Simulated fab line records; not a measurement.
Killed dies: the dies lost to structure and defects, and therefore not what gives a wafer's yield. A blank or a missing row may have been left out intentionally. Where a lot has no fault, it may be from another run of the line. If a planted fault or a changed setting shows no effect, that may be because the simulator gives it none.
Comparing a struck lot with a sound one :: flow n5_finfet :: 38 steps out of a route of 1938
Sound: wafers L319.3, L319.4, L319.6. Struck: wafer L333.6 (left out: L333.3, L333.5 of the same lot, which were not struck); the cause appears at the end.
Each step with rows lists, per side, the tool, then ch with its chambers, then its first start. Under that, the readings that differ: sound wafers :: struck wafers :: difference of the means :: sigmas: that difference in standard deviations of wafers without a fault.
alike: readings with means less than 2 such deviations apart, plus words and numbers identical on both sides. not compared: withheld readings, readings lacking a value on some wafer, bounds such as >300 that could conceal the same value, and numbers that have no deviation in the record and whose values overlap.
The two part at a step that has a row with sigmas, a row that says differs or no value, or rows on one side only. Non-overlapping numbers with no deviation appear without sigmas and do not part them. A reading that every wafer of one side lacks parts them only if that side has two wafers or more.

first, 9 steps without rows for these wafers: N5_BEOL_M5_COAT_66 (time 60 s, resist thk 12 nm); N5_BEOL_M5_COAT_74 (time 60 s, resist thk 5 nm); N5_BEOL_M5_COAT_22 (resist thk 30 nm); N5_BEOL_M5_EBR_24; N5_BEOL_M5_SOFTBAKE_23 (time 60 s); N5_BEOL_M5_EXPOSE_25 (exposes mask V4, defocus 10 nm); N5_BEOL_M5_PEB_26 (peb time 60 s); N5_BEOL_M5_DEVELOP_27 (develop time 30 s); N5_BEOL_M5_DESCUM_33 (chemistry O2, time 7 s).
N5_BEOL_M5_ETCH_75: etches underlayer in N2/H2, target depth 6.5 nm, time 5.2 s.
  sound on rie_diel-04 ch 0,1,3, day 8 15:00; struck on rie_diel-04 ch 3, day 12 04:08
  alike: drypump_motor_current_A, etch_rf_on_time_s, oes_product_au, rf_vpp_V, showerhead_plenum_p_Torr, throttle_valve_pct
  not compared: rf_hours_counter_h
then, 27 steps without rows for these wafers: N5_BEOL_M5_ETCH_67 (etches SiARC in CF4, target depth 15.6 nm, time 26 s); N5_BEOL_M5_ETCH_68 (etches SOC in N2/H2, target depth 80 nm, overetch 16 nm, time 120 s); N5_BEOL_M5_STRIP_69 (strips in N2/H2); N5_BEOL_M5_STRIP_76 (strips in N2/H2); N5_BEOL_M5_VIA_ETCH_34 (etches SiCOH lowk in C4F6/O2, target depth 88.3 nm, time 39.2 s); N5_BEOL_M5_STRIP_85 (strips in C4F6/O2); N5_BEOL_M5_STRIP_36 (strips in N2/H2); N5_BEOL_M5_TRENCH_ETCH_37 (etches SiCOH lowk in C4F6/O2, target depth 71.652 nm, time 24.7 s); N5_BEOL_M5_ETCH_41 (etches SiCN in CH3F/O2, target depth 31.5 nm, time 56.7 s); N5_BEOL_M5_STRIP_91 (strips in N2/H2, time 10 s); N5_BEOL_M5_HM_STRIP_39 (strips TiN in peroxide tin strip, target depth 25 nm, time 158 s); N5_BEOL_M5_SRD_40 (time 30 s); N5_BEOL_M5_PRECLEAN_42 (cleans in residue remover, time 60 s); N5_BEOL_M5_SRD_43 (time 30 s); N5_BEOL_M5_CURE_80 (cures SiCOH lowk, time 120 s); N5_BEOL_M5_DEGAS_44 (time 60 s); N5_BEOL_M5_PRE_CLEAN_45 (time 30 s); N5_BEOL_M5_ALD_86 (deposits TaN, pulse time 2 s, purge time 3 s, co reactant purge time 2 s); N5_BEOL_M5_SURFACE_TREAT_87; N5_BEOL_M5_CVD_47 (deposits Co from CCTBA/H2, target thk 3 nm, time 216 s); N5_BEOL_M5_SPUTTER_48 (material Cu, target thk 15 nm, time 27.62 s); N5_BEOL_M5_ANNEAL_49 (time 1800 s); N5_BEOL_M5_SPUTTER_81 (material Cu, target thk 15 nm, time 27.62 s); N5_BEOL_M5_ANNEAL_82 (time 1800 s); N5_BEOL_M5_SPUTTER_83 (material Cu, target thk 15 nm, time 27.62 s); N5_BEOL_M5_ANNEAL_84 (time 1800 s); N5_BEOL_M5_SPUTTER_88 (material Cu, target thk 15 nm, time 27.62 s).
-- the record jumps here: 4 days lie between the struck wafers' starts before and after (it left off in module BEOL_M5 and takes up again in module PASSIVATION, whose first step shown is number 1936 of the route) --
N5_PASSIVATION_PROBE_49:
  record: rows for the struck wafers here (prober-02, day 16 01:51), none for the sound ones

WHERE THEY PART
Only at N5_PASSIVATION_PROBE_49, as far as this record shows.

WHY: whatever the simulator had introduced
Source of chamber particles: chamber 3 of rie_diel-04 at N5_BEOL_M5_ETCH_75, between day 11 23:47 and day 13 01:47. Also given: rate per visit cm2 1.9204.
